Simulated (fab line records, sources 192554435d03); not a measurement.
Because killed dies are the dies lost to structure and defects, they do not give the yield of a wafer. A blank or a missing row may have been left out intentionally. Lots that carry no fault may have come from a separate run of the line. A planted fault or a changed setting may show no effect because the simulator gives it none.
fab line records	flow n5_finfet
[record] lots = 9	wafers = 22	last_day = 17
route steps=1938 shown SD_EPI_N@270 SD_ACTIVATION@332 BEOL_M4@1111 PASSIVATION@1936
lots with no fault: from the same line, run without faults
start_h: hours from the record's opening day to when the first of the lot's shown wafers began	wait_h: how many hours have passed since the lot's step before this one	" unchanged from the row above	L1.1+2: a single row standing in for several wafers	- no value, or no start was given	* or withheld: withheld	< > ~ a bound
route shown NAME@n: a module of which the file shows steps, and the number in the route of the first	usual: mean/standard deviation taken from wafers without a fault	same: alike in all rows	chamber/n: place in a boat	sites: the reading at each site	_std_site: how widely they spread, as a standard deviation	_edge_site: the outer-site mean with the inner-site mean subtracted	radius_mm: for every site, how far away it sits from the centre of the wafer	mask NAME#n: copy n	behind: tool/chamber where the wafer was last shaped	hold: cause of the lot's hold/its duration in hours/its outcome	device: which transistor (n, p or np) failed to switch	end of line: at the end of the route, the tests of the same wafers	for a step that has no rows: nothing shown but its recipe	killed: count of dies lost to structure and defects at first sort (not the wafer's yield)	map: per-die view of a wafer (x killed, . not killed, _ where there is no die)
set.NAME: setting as actually run; set.NAME@STEP: the setting as run at that earlier step	model.NAME: the simulator's own value behind a step, which no gauge read
steps of the route over a sample of lots; a table a step, a row a wafer
services: the hour from which a tool's chamber was out of use, counted from the record's first day as start_h (under 0 if before that day), plus the number of hours and why
[[steps]]
[step N5_SD_EPI_N_CD_MEAS_09]
[recipe] target_cd_nm = 120	landing_energy_ev = 500	detector = se_inlens
[usual] cd_nm = 119.9/0.82
lot.wafer	tool	chamber	start_h	wait_h	cd_nm
L460.2	cd_sem-01	0	57.35	-	119.2
L460.6	"	0	"	"	118.6
L462.2	cd_sem-02	0	69.27	-	121.1
L462.3	"	0	"	"	120.7
L464.1	cd_sem-03	0	79.00	-	119.0
L464.2	"	0	"	"	118.8
L464.3	"	0	"	"	119.2
L466.1	cd_sem-01	0	92.90	-	121.2
L466.5	"	0	"	"	121.1
L468.1	cd_sem-01	0	103.76	-	120.1
L468.2	"	0	"	"	121.1
L468.5	"	0	"	"	120.2
L470.1	cd_sem-02	0	118.26	-	119.2
L470.3	"	0	"	"	120.3
L473.3	cd_sem-03	0	133.66	-	119.1
L473.5	"	0	"	"	120.1
L479.2	cd_sem-03	0	170.41	-	120.4
L479.3	"	0	"	"	120.9
L479.5	"	0	"	"	120.5
L482.1	cd_sem-01	0	185.44	-	120.3
L482.3	"	0	"	"	120.1
L482.6	"	0	"	"	120.3
[step N5_SD_EPI_N_ETCHBACK_44]
[recipe] chemistry = CH3F/O2	mode = anisotropic_etchback	target = SiNx	target_depth_a = 145	stop_on = SiO2	over_etch_frac = 0.3	ion_energy_ev = 120	pressure_mtorr = 30	source_w = 395	bias_w = 73	Ar_flow_sccm = 150	CH3F_flow_sccm = 30	O2_flow_sccm = 20
[usual] bias_w = 73.00/0.2	drypump_motor_current_A = 5.6/0.47	oes_o_777_au = 0.75/0.079	oes_product_au = 0.64/0.054	rf_vpp_V = 298/13	showerhead_plenum_p_Torr = 2.04/0.059	throttle_valve_pct = 16.42/0.25
lot.wafer	tool	chamber	start_h	wait_h	bias_w	drypump_motor_current_A	oes_o_777_au	oes_product_au	rf_hours_counter_h	rf_vpp_V	showerhead_plenum_p_Torr	throttle_valve_pct
L460.2	rie_diel-04	2	57.85	0.0	73.08	4.8	0.70	0.61	192	307	2.06	16.63
L460.6	"	1	"	"	72.90	5.1	0.76	0.62	-	290	2.08	16.65
L462.2	rie_diel-06	1	69.77	0.0	72.84	6.1	0.69	0.62	186	309	2.00	16.37
L462.3	"	0	"	"	73.13	5.7	0.74	0.69	90	318	2.02	16.10
L464.1	rie_diel-04	3	79.68	0.0	73.21	5.4	0.70	0.61	229	296	1.99	16.59
L464.2	"	2	"	"	72.88	4.8	0.69	0.60	200	304	2.06	16.62
L464.3	"	1	"	"	72.99	5.1	0.75	0.62	191	290	2.07	16.68
L466.1	rie_diel-05	1	93.41	0.0	73.10	5.2	0.73	0.62	218	303	2.06	16.60
L466.5	"	0	"	"	73.02	6.1	0.74	0.65	-	306	2.07	16.14
L468.1	rie_diel-05	3	104.27	0.0	72.91	5.6	0.74	0.59	240	273	1.87	16.41
L468.2	"	1	"	"	73.00	5.2	0.73	0.62	222	306	2.06	16.60
L468.5	"	1	"	"	72.96	5.2	0.73	0.62	-	306	2.06	16.60
L470.1	rie_diel-06	3	118.77	0.0	72.94	5.8	0.73	0.64	169	313	2.01	16.57
L470.3	"	2	"	"	72.76	6.1	0.80	0.66	147	298	2.09	15.95
L473.3	rie_diel-05	0	134.27	0.0	73.49	6.0	0.74	0.65	178	306	2.07	16.14
L473.5	"	2	"	"	72.72	6.4	0.88	0.71	-	277	2.13	16.29
L479.2	rie_diel-06	2	170.91	0.0	72.79	6.0	0.78	0.65	165	297	2.08	15.97
L479.3	"	1	"	"	73.20	6.1	0.67	0.60	223	309	1.99	16.46
L479.5	"	0	"	"	72.90	5.7	0.71	0.66	-	318	2.01	16.18
L482.1	rie_diel-05	2	185.94	0.0	73.01	6.3	0.87	0.69	101	277	2.12	16.35
L482.3	"	3	"	"	72.51	5.6	0.96	0.79	13	278	2.11	16.00
L482.6	"	3	"	"	72.97	5.6	0.97	0.78	-	278	2.11	15.98
[step N5_SD_EPI_N_ETCH_45]
[recipe] chemistry = CH3F/O2	target = SiOCN	target_depth_a = 60	mask_material = SOC	ion_energy_ev = 60	bias_w = 29	pressure_mtorr = 15	source_w = 410	Ar_flow_sccm = 150	CH3F_flow_sccm = 30	O2_flow_sccm = 20
[usual] bias_w = 29.02/0.083	drypump_motor_current_A = 5.6/0.48	oes_product_au = 0.75/0.069	rf_vpp_V = 127.6/1	showerhead_plenum_p_Torr = 2.03/0.059	throttle_valve_pct = 23.39/0.29
lot.wafer	tool	chamber	start_h	wait_h	bias_w	drypump_motor_current_A	oes_product_au	rf_hours_counter_h	rf_vpp_V	showerhead_plenum_p_Torr	throttle_valve_pct
L460.2	rie_diel-04	2	57.95	0.1	29.09	4.8	0.70	192	129.1	2.06	23.69
L460.6	"	1	"	"	29.00	5.1	0.72	-	128.4	2.07	23.66
L462.2	rie_diel-06	1	69.87	0.1	29.13	6.2	0.70	186	127.5	2.00	23.33
L462.3	"	0	"	"	29.14	5.7	0.80	90	126.3	2.02	23.07
L464.1	rie_diel-04	3	79.78	0.1	29.12	5.4	0.69	229	126.1	1.99	23.53
L464.2	"	2	"	"	29.05	4.8	0.71	200	127.6	2.06	23.72
L464.3	"	1	"	"	28.97	5.1	0.71	191	128.9	2.07	23.68
L466.1	rie_diel-05	1	93.51	0.1	29.08	5.2	0.73	218	126.5	2.06	23.63
L466.5	"	0	"	"	28.99	6.0	0.77	-	129.3	2.07	22.96
L468.1	rie_diel-05	3	104.37	0.1	29.10	5.6	0.66	240	126.3	1.86	23.27
L468.2	"	1	"	"	29.00	5.2	0.73	222	128.3	2.06	23.63
L468.5	"	1	"	"	28.94	5.2	0.72	-	128.5	2.06	23.61
L470.1	rie_diel-06	3	118.87	0.1	28.95	5.8	0.77	169	126.1	2.00	23.61
L470.3	"	2	"	"	29.06	6.0	0.77	147	128.7	2.08	22.78
L473.3	rie_diel-05	0	134.37	0.1	29.17	6.0	0.77	178	127.5	2.06	22.98
L473.5	"	2	"	"	29.16	6.3	0.82	-	128.8	2.12	23.45
L479.2	rie_diel-06	2	171.01	0.1	29.07	6.1	0.76	165	127.5	2.07	22.80
L479.3	"	1	"	"	29.07	6.1	0.69	223	127.1	1.98	23.39
L479.5	"	0	"	"	29.00	5.7	0.77	-	127.4	2.01	23.16
L482.1	rie_diel-05	2	186.04	0.1	28.91	6.3	0.82	101	128.0	2.11	23.47
L482.3	"	3	"	"	29.01	5.6	0.91	13	129.3	2.10	23.01
L482.6	"	3	"	"	28.95	5.6	0.91	-	127.4	2.10	23.00
[step N5_SD_EPI_N_EPI_21]
[recipe] material = Si:P	dopant = P	temp_c = 680	pressure_torr = 255	time_s = 690
[usual] chamber_pressure_Torr = 255.0/0.61	lamp_inner_pct = 14.99/0.22
lot.wafer	tool	chamber	start_h	wait_h	chamber_pressure_Torr	lamp_inner_pct
L460.2	epi_rpcvd-02	0	59.66	0.5	254.3	15.28
L460.6	"	0	61.15	1.9	254.7	15.43
L462.2	epi_rpcvd-02	0	71.33	0.4	255.1	15.47
L462.3	"	0	"	"	255.0	15.31
L464.1	epi_rpcvd-03	0	80.93	0.1	253.7	15.07
L464.2	"	0	"	"	254.6	15.24
L464.3	"	0	"	"	254.2	14.90
L466.1	epi_rpcvd-04	0	94.66	0.1	254.6	14.87
L466.5	"	0	95.78	1.1	254.5	14.83
L468.1	epi_rpcvd-04	0	105.52	0.1	254.7	15.04
L468.2	"	0	"	"	253.2	14.94
L468.5	"	0	"	"	254.0	14.72
L470.1	epi_rpcvd-04	0	120.02	0.1	254.8	14.71
L470.3	"	0	"	"	255.6	14.63
L473.3	epi_rpcvd-04	0	136.23	0.7	254.8	14.90
L473.5	"	0	"	"	255.2	14.67
L479.2	epi_rpcvd-03	0	172.45	0.4	255.6	15.04
L479.3	"	0	"	"	255.2	15.02
L479.5	"	0	"	"	254.8	15.03
L482.1	epi_rpcvd-03	0	187.20	0.1	254.0	14.90
L482.3	"	0	"	"	254.1	15.04
L482.6	"	0	"	"	255.5	15.11
[step N5_SD_EPI_N_EPI_MEAS_23]
[recipe] mode = xrd
[usual] thk_nm = 58.6/1.1
lot.wafer	tool	chamber	start_h	wait_h	thk_nm
L460.2	film_metro-02	-	61.56	1.5	59.5
L460.6	"	-	"	"	59.4
L462.2	film_metro-01	-	72.77	1.2	60.3
L462.3	"	-	"	"	60.3
L464.1	film_metro-02	-	82.65	1.4	58.2
L464.2	"	-	"	"	57.7
L464.3	"	-	"	"	60.1
L466.1	film_metro-01	-	96.38	1.4	59.0
L466.5	"	-	"	"	58.7
L468.1	film_metro-02	-	107.24	1.4	58.7
L468.2	"	-	"	"	58.9
L468.5	"	-	"	"	59.7
L470.1	film_metro-01	-	121.74	1.4	57.0
L470.3	"	-	"	"	53.1
L473.3	film_metro-01	-	137.38	0.9	51.4
L473.5	"	-	"	"	57.3
L479.2	film_metro-02	-	173.89	1.2	56.6
L479.3	"	-	"	"	59.7
L479.5	"	-	"	"	59.4
L482.1	film_metro-02	-	188.91	1.4	57.4
L482.3	"	-	"	"	60.3
L482.6	"	-	"	"	58.5
[step N5_SD_ACTIVATION_RS_MEAS_03]
[recipe] thk_meas_gauge = four-point-probe
[usual] RS_SD_N = 21.96/0.24	RS_SD_P = 56.0/0.76
lot.wafer	tool	chamber	start_h	wait_h	RS_SD_N[ohm/sq]	RS_SD_P[ohm/sq]
L460.2	film_metro-01	-	67.38	0.2	21.82	56.1
L460.6	"	-	"	"	21.99	55.8
L462.2	film_metro-02	-	78.34	0.2	21.69	56.0
L462.3	"	-	"	"	21.40	55.7
L464.1	film_metro-02	-	88.00	0.2	21.45	56.0
L464.2	"	-	"	"	21.91	55.6
L464.3	"	-	"	"	21.86	55.2
L466.1	film_metro-01	-	102.90	0.2	21.88	55.9
L466.5	"	-	"	"	22.01	56.2
L468.1	film_metro-01	-	112.35	0.2	21.82	56.0
L468.2	"	-	"	"	21.96	55.6
L468.5	"	-	"	"	21.68	56.0
L470.1	film_metro-02	-	127.24	0.2	22.02	56.7
L470.3	"	-	"	"	24.42	56.4
L473.3	film_metro-01	-	143.18	0.2	24.61	56.3
L473.5	"	-	"	"	22.56	56.3
L479.2	film_metro-02	-	179.15	0.2	22.29	55.9
L479.3	"	-	"	"	21.93	55.3
L479.5	"	-	"	"	22.26	56.8
L482.1	film_metro-02	-	194.19	0.2	21.81	56.4
L482.3	"	-	"	"	21.79	55.5
L482.6	"	-	"	"	21.95	55.7
[step N5_BEOL_M4_RC_MEAS_101]
[usual] DIBL_N = 37.5/2	DIBL_P = 37.5/2.5	IOFF_N = 0.18/0.042	IOFF_P = 0.24/0.046	ION_N = 677/15	ION_P = 464/9.5	RS_SD_N = 28.5/0.31	SS_N = 72.0/0.76	SS_P = 73.6/0.79	VT_N = 249/3.5	VT_P = -249/3.2
lot.wafer	tool	chamber	start_h	wait_h	DIBL_N[mV/V]	DIBL_P[mV/V]	IOFF_N[nA/um]	IOFF_P[nA/um]	ION_N[uA/um]	ION_P[uA/um]	RS_SD_N[ohm/sq]	SS_N[mV/dec]	SS_P[mV/dec]	VT_N[mV]	VT_P[mV]
L460.2	prober-02	0	170.18	0.2	37.0	38.6	0.17	0.23	691	466	28.1	72.8	74.1	247	-251
L460.6	"	0	"	"	38.1	39.7	0.18	0.26	667	458	28.0	72.8	74.7	251	-249
L462.2	prober-01	0	181.31	0.2	36.9	37.5	0.16	0.20	657	451	28.3	72.8	73.8	251	-256
L462.3	"	0	"	"	37.5	39.2	0.18	0.23	670	455	28.3	72.1	74.4	249	-250
L464.1	prober-01	0	195.03	0.0	34.2	34.4	0.15	0.18	682	471	28.2	72.3	73.2	253	-254
L464.2	"	0	"	"	36.0	37.9	0.18	0.24	670	457	28.0	72.0	73.3	247	-249
L464.3	"	0	"	"	36.8	38.0	0.20	0.23	687	464	28.4	72.0	74.3	247	-251
L466.1	prober-02	0	204.86	0.0	36.8	37.1	0.14	0.24	645	448	28.3	70.6	73.9	254	-251
L466.5	"	0	"	"	38.7	38.1	0.19	0.25	679	464	28.7	71.8	73.3	247	-249
L468.1	prober-02	0	221.05	0.0	38.8	39.8	0.21	0.29	691	475	28.2	71.1	74.3	243	-242
L468.2	"	0	"	"	38.0	37.3	0.18	0.24	677	465	28.4	71.7	73.2	252	-247
L468.5	"	0	"	"	39.1	39.7	0.19	0.28	667	468	28.2	71.3	74.1	247	-245
L470.1	prober-01	0	228.21	0.0	37.1	40.3	0.19	0.27	658	446	28.6	71.9	74.3	250	-252
L470.3	"	0	"	"	37.3	39.9	0.19	0.23	682	469	31.7	72.2	73.7	251	-249
L473.3	prober-02	0	245.03	0.3	36.9	36.4	0.17	0.23	674	466	31.6	72.4	72.9	254	-248
L473.5	"	0	"	"	39.6	38.8	0.26	0.28	677	460	29.5	73.7	73.7	247	-246
L479.2	prober-01	0	290.64	0.2	34.4	32.8	0.13	0.20	667	465	28.7	71.4	72.4	251	-249
L479.3	"	0	"	"	42.0	42.2	0.33	0.38	704	485	28.4	73.0	74.2	238	-242
L479.5	"	0	"	"	38.8	37.2	0.20	0.25	686	470	28.7	72.1	74.1	248	-247
L482.1	prober-02	0	307.06	0.0	37.1	36.8	0.19	0.20	668	454	28.2	72.8	73.0	248	-253
L482.3	"	0	"	"	35.2	35.5	0.13	0.18	659	452	28.2	71.5	73.1	251	-253
L482.6	"	0	"	"	38.5	38.6	0.20	0.23	673	457	28.0	72.3	74.2	248	-249
[step N5_PASSIVATION_PROBE_49]
[usual] defect_limited_yield = 91.8/1.5	killed_at_M0_to_M3 = 33/11	killed_at_M4_up = 13/5	killed_at_contacts = 11/5.6	killed_at_front_end = 36/12	killed_at_other = 3.4/2.5	killed_dies = 97/18	killed_open = 64/13	killed_short = 31/6.9	sort_bin_4_leakage = 0.01/0.048	sort_bin_5_function = 4.8/1	sort_bin_6_memory = 3.1/0.64	sort_n_pass = 1083/18	sort_yield_pct = 91.8/1.5
[same] gross_dies = 1180	killed_at_back_side = 0	sort_bin_8_speed[%] = 0
lot.wafer	tool	chamber	start_h	wait_h	defect_limited_yield[%]	killed_at_M0_to_M3	killed_at_M4_up	killed_at_contacts	killed_at_front_end	killed_at_other	killed_dies	killed_open	killed_short	sort_bin_4_leakage[%]	sort_bin_5_function[%]	sort_bin_6_memory[%]	sort_n_pass	sort_yield_pct[%]
L460.2	prober-02	-	277.19	0.1	92.5	31	13	7	35	2	88	60	28	0	3.7	3.5	1092	92.5
L460.6	prober-02	-	277.39	0.3	92.1	47	10	9	27	0	93	57	35	0	4.0	3.6	1087	92.1
L462.2	prober-01	-	286.15	0.1	92.0	41	12	7	26	8	94	64	30	0	4.3	3.4	1086	92.0
L462.3	prober-01	-	286.20	0.1	91.7	38	17	3	32	8	98	65	33	0	5.3	2.8	1082	91.7
L464.1	prober-01	-	296.24	0.0	91.0	43	15	4	36	8	106	66	40	0	6.1	2.4	1074	91.0
L464.2	prober-01	-	296.29	0.1	91.4	57	11	3	25	6	102	76	26	0	5.3	3.1	1078	91.4
L464.3	prober-01	-	296.34	0.1	92.2	37	13	5	36	1	92	59	32	0	4.5	3.1	1088	92.2
L466.1	prober-02	-	311.83	0.0	91.9	31	14	17	32	1	95	64	31	0	4.2	3.6	1085	91.9
L466.5	prober-02	-	312.03	0.2	92.2	28	14	9	35	6	92	64	28	0	5.1	2.5	1088	92.2
L468.1	prober-02	-	325.74	0.0	93.2	24	20	8	25	3	80	55	25	0	4.3	2.4	1100	93.2
L468.2	prober-02	-	325.79	0.1	93.6	23	15	13	25	0	76	49	27	0	4.5	1.9	1104	93.6
L468.5	prober-02	-	325.94	0.2	90.6	50	12	17	30	2	111	70	41	0	5.6	3.6	1069	90.6
L470.1	prober-01	-	327.74	0.3	93.8	19	6	21	21	6	73	52	21	0	3.6	2.5	1107	93.8
L470.3	prober-01	-	327.84	0.4	89.0	42	27	6	47	8	130	87	42	0	6.9	3.7	1050	89.0
L473.3	prober-02	-	355.45	0.1	92.5	28	8	4	47	1	88	52	23	0	3.7	2.5	1092	92.5
L473.5	prober-02	-	355.55	0.2	92.2	31	16	5	39	1	92	54	30	0	4.1	2.8	1088	92.2
L479.2	prober-02	-	393.83	0.1	93.6	17	4	7	46	1	75	48	26	0	3.6	2.4	1105	93.6
L479.3	prober-02	-	393.88	0.1	91.0	41	16	9	39	1	106	73	31	0.51	5.0	3.7	1068	90.5
L479.5	prober-02	-	393.98	0.2	93.0	23	8	12	37	3	83	51	29	0	4.0	2.8	1097	93.0
L482.1	prober-01	-	409.45	0.0	91.7	36	12	11	35	4	98	63	33	0	5.3	2.9	1082	91.7
L482.3	prober-01	-	409.55	0.1	89.6	48	14	3	52	6	123	85	38	0	6.0	4.2	1057	89.6
L482.6	prober-01	-	409.70	0.3	89.8	56	21	10	24	9	120	77	41	0	6.0	3.9	1060	89.8
// killed by level:class
L460.2 BEOL_M2:geometric_particle:open=9 GATE_CUT:geometric_particle:short=8 GATE_CUT:geometric_particle:open=6 MOL_CONTACT_COAG:geometric_particle:open=6 DUMMY_GATE:geometric_particle:open=5 BEOL_M0_SAQP:geometric_particle:open=5 BEOL_M0_SAQP:geometric_particle:short=4 BEOL_M1:geometric_particle:open=4
L460.6 BEOL_M1:geometric_particle:open=17 BEOL_M0_SAQP:geometric_particle:short=11 GATE_CUT:geometric_particle:short=6 MOL_CONTACT_COAG:geometric_particle:open=6 BEOL_M2:geometric_particle:open=6 BEOL_M4:geometric_particle:open=5 FIN_SAQP:geometric_particle:open=4 STI_FIN_REVEAL:geometric_particle:open=4
L462.2 BEOL_M0_SAQP:geometric_particle:short=14 FIN_SAQP:geometric_particle:open=11 BEOL_M0_SAQP:geometric_particle:open=11 BEOL_M3:geometric_particle:open=6 MOL_CONTACT_COAG:geometric_particle:open=5 BEOL_M4:geometric_particle:open=5 GATE_CUT:geometric_particle:short=4 BEOL_M0:geometric_particle:open=4
L462.3 FIN_SAQP:geometric_particle:open=12 BEOL_M0_SAQP:geometric_particle:short=11 BEOL_M0_SAQP:geometric_particle:open=10 BEOL_M4:geometric_particle:open=9 FIN_SAQP:geometric_particle:short=5 BEOL_M2:geometric_particle:open=5 DUMMY_GATE:geometric_particle:open=4 BEOL_M1:geometric_particle:open=4
L464.1 BEOL_M2:geometric_particle:open=12 BEOL_M4:geometric_particle:open=12 BEOL_M3:geometric_particle:open=9 FIN_SAQP:geometric_particle:open=8 BEOL_M0_SAQP:geometric_particle:short=7 BEOL_M1:geometric_particle:open=6 FIN_SAQP:geometric_particle:short=5 GATE_CUT:geometric_particle:short=4
L464.2 BEOL_M0_SAQP:geometric_particle:open=19 BEOL_M2:geometric_particle:open=14 BEOL_M3:geometric_particle:open=10 BEOL_M0_SAQP:geometric_particle:short=8 FIN_SAQP:geometric_particle:open=6 STARTING-WAFER:geometric_particle:short=4 FIN_SAQP:geometric_particle:short=3 STI_FIN_REVEAL:geometric_particle:open=3
L464.3 BEOL_M3:geometric_particle:open=11 BEOL_M0_SAQP:geometric_particle:short=8 STI_FIN_REVEAL:geometric_particle:open=7 BEOL_M0_SAQP:geometric_particle:open=6 FIN_SAQP:geometric_particle:open=5 STI_FIN_REVEAL:geometric_particle:short=5 MOL_CONTACT_COAG:geometric_particle:open=4 BEOL_M3:geometric_particle:short=4
L466.1 MOL_CONTACT_COAG:geometric_particle:open=14 BEOL_M0_SAQP:geometric_particle:open=10 BEOL_M0_SAQP:geometric_particle:short=8 BEOL_M3:geometric_particle:open=5 STARTING-WAFER:geometric_particle:open=5 DUMMY_GATE:geometric_particle:open=4 ILD0:geometric_particle:short=4 GATE_CUT:geometric_particle:open=4
L466.5 GATE_CUT:geometric_particle:short=9 BEOL_M0_SAQP:geometric_particle:open=8 BEOL_M1:geometric_particle:open=8 FIN_SAQP:geometric_particle:open=7 DUMMY_GATE:geometric_particle:open=7 MOL_CONTACT_COAG:geometric_particle:open=7 BEOL_M0_SAQP:geometric_particle:short=5 BEOL_M8:geometric_particle:open=5
L468.1 BEOL_M0_SAQP:geometric_particle:open=8 FIN_SAQP:geometric_particle:open=6 FIN_SAQP:geometric_particle:short=6 BEOL_M0_SAQP:geometric_particle:short=5 BEOL_M4:geometric_particle:open=5 STI_FIN_REVEAL:geometric_particle:open=4 BEOL_M5:geometric_particle:open=4 MOL_CONTACT_COAG:geometric_particle:short=4
L468.2 MOL_CONTACT_COAG:geometric_particle:open=10 FIN_SAQP:geometric_particle:open=8 STI_FIN_REVEAL:geometric_particle:open=6 BEOL_M0_SAQP:geometric_particle:short=5 BEOL_M4:geometric_particle:open=5 BEOL_M0_SAQP:geometric_particle:open=4 BEOL_M5:geometric_particle:open=4 FIN_SAQP:geometric_particle:short=3
L468.5 BEOL_M0_SAQP:geometric_particle:short=18 MOL_CONTACT_COAG:geometric_particle:open=15 BEOL_M0_SAQP:geometric_particle:open=14 BEOL_M2:geometric_particle:short=7 STI_FIN_REVEAL:geometric_particle:open=6 BEOL_M0:geometric_particle:open=5 BEOL_M4:geometric_particle:open=4 FIN_SAQP:geometric_particle:open=3
L470.1 MOL_CONTACT_COAG:geometric_particle:open=18 STI_FIN_REVEAL:geometric_particle:open=12 BEOL_M0_SAQP:geometric_particle:short=6 BEOL_M1:geometric_particle:open=6 MOL_CONTACT_COAG:geometric_particle:short=3 BEOL_M0_SAQP:geometric_particle:open=3 STI_FIN_REVEAL:geometric_particle:short=2 ILD0:geometric_particle:short=2
L470.3 BEOL_M3:geometric_particle:open=11 FIN_SAQP:geometric_particle:short=9 FIN_SAQP:geometric_particle:open=9 STI_FIN_REVEAL:geometric_particle:open=9 BEOL_M1:geometric_particle:open=8 BEOL_M0_SAQP:geometric_particle:open=7 BEOL_M4:geometric_particle:open=7 MOL_CONTACT_COAG:geometric_particle:open=5
L473.3 HKMG_FIN:area_etch=13 STI_FIN_REVEAL:geometric_particle:open=9 BEOL_M3:geometric_particle:open=9 BEOL_M0_SAQP:geometric_particle:open=7 FIN_SAQP:geometric_particle:open=6 BEOL_M1:geometric_particle:open=5 FIN_SAQP:geometric_particle:short=3 STI_FIN_REVEAL:geometric_particle:short=3
L473.5 STI_FIN_REVEAL:geometric_particle:open=11 BEOL_M0_SAQP:geometric_particle:short=7 BEOL_M0_SAQP:geometric_particle:open=7 HKMG_FIN:area_etch=7 MOL_CONTACT_COAG:geometric_particle:open=5 BEOL_M0:geometric_particle:short=5 BEOL_M3:geometric_particle:open=5 FIN_SAQP:geometric_particle:open=4
L479.2 FIN_SAQP:geometric_particle:short=9 STI_FIN_REVEAL:geometric_particle:open=9 MOL_CONTACT_COAG:geometric_particle:open=6 STARTING-WAFER:geometric_particle:open=6 SPACER0:geometric_particle:open=4 BEOL_M1:geometric_particle:open=4 BEOL_M2:geometric_particle:open=4 DUMMY_GATE:geometric_particle:short=3
L479.3 STI_FIN_REVEAL:geometric_particle:open=16 BEOL_M1:geometric_particle:open=13 BEOL_M0_SAQP:geometric_particle:short=7 MOL_CONTACT_COAG:geometric_particle:open=7 BEOL_M5:geometric_particle:open=6 FIN_SAQP:geometric_particle:open=5 BEOL_M0_SAQP:geometric_particle:open=5 BEOL_M1:geometric_particle:short=5
L479.5 MOL_CONTACT_COAG:geometric_particle:open=11 STI_FIN_REVEAL:geometric_particle:open=10 BEOL_M1:geometric_particle:open=8 BEOL_M0_SAQP:geometric_particle:short=6 FIN_SAQP:geometric_particle:open=5 GATE_CUT:geometric_particle:short=5 STI_FIN_REVEAL:geometric_particle:short=4 BEOL_M2:geometric_particle:open=4
L482.1 BEOL_M2:geometric_particle:open=11 STI_FIN_REVEAL:geometric_particle:open=10 MOL_CONTACT_COAG:geometric_particle:open=10 BEOL_M0_SAQP:geometric_particle:short=8 BEOL_M3:geometric_particle:open=7 STARTING-WAFER:geometric_particle:short=6 FIN_SAQP:geometric_particle:open=4 BEOL_M1:geometric_particle:open=4
L482.3 FIN_SAQP:geometric_particle:open=23 BEOL_M1:geometric_particle:open=16 FIN_SAQP:geometric_particle:short=10 BEOL_M0_SAQP:geometric_particle:open=8 BEOL_M2:geometric_particle:open=8 BEOL_M0_SAQP:geometric_particle:short=6 DUMMY_GATE:geometric_particle:open=4 BEOL_M3:geometric_particle:open=4
L482.6 BEOL_M2:geometric_particle:open=15 BEOL_M1:geometric_particle:open=10 BEOL_M0_SAQP:geometric_particle:open=10 BEOL_M3:geometric_particle:short=10 BEOL_M0_SAQP:geometric_particle:short=7 FIN_SAQP:geometric_particle:open=6 MOL_CONTACT_COAG:geometric_particle:open=6 BEOL_M4:geometric_particle:open=6
[[services]]
tool	chamber	start_h	hours	kind
rie_diel-04	0	55.45	12.6	repair
rie_diel-06	1	80.31	8.1	repair
rie_diel-06	0	81.71	7.0	repair
rie_diel-06	3	86.99	2.4	repair
rie_diel-06	2	88.53	27.7	repair
rie_diel-04	0	110.81	-	clean
rie_diel-04	0	110.81	-	consumable_replace:focus_ring
rie_diel-04	0	110.81	37.8	scheduled_down
rie_diel-04	0	110.81	37.8	vent_cycle
epi_rpcvd-02	-	129.23	0.7	repair
rie_diel-05	3	131.35	-	clean
rie_diel-05	3	131.35	-	consumable_replace:focus_ring
rie_diel-05	3	131.35	-	consumable_replace:showerhead
rie_diel-05	3	131.35	13.3	scheduled_down
rie_diel-05	3	131.35	13.3	vent_cycle
rie_diel-04	3	148.63	-	clean
rie_diel-04	3	148.63	-	consumable_replace:focus_ring
rie_diel-04	3	148.63	22.8	scheduled_down
rie_diel-04	3	148.63	22.8	vent_cycle
rie_diel-05	1	178.48	-	clean
rie_diel-05	1	178.48	-	consumable_replace:focus_ring
rie_diel-05	1	178.48	18.8	scheduled_down
rie_diel-05	1	178.48	18.8	vent_cycle
[[key]]
[first_sign] step = N5_SD_EPI_N_EPI_MEAS_23	reading = thk_nm	direction = down	sigmas = 5.7	usual = *	struck = *
[effect] step = N5_SD_ACTIVATION_RS_MEAS_03	reading = RS_SD_N	direction = up	sigmas = 10	usual = 21.96	struck = 24.51
[effect] step = N5_BEOL_M4_RC_MEAS_101	reading = RS_SD_N	direction = up	sigmas = 10	usual = 28.5	struck = 31.6
met_at N5_SD_EPI_N_EPI_21
struck_lots L470,L473
struck_wafers L470.3,L473.3
[baseline_loss] step = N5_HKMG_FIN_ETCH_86	wafers = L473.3
not_acting_at N5_SD_EPI_N_CD_MEAS_09,N5_SD_EPI_N_ETCHBACK_44,N5_SD_EPI_N_ETCH_45
onset_between 105.52 120.02
[fault] kind = process_parameter_drift	tool = epi_rpcvd-04	chamber = -	onset_h = 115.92	steps = N5_SD_EPI_N_EPI_21	channel = time_s	offset = *	shape = step	end_h = 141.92	scope = struck_wafers_only	acts_in = *	stated = *
// baseline_loss: these wafers lose ten dies or more at that step, a loss of the line's own and not of a fault; the sort's usual values leave them out
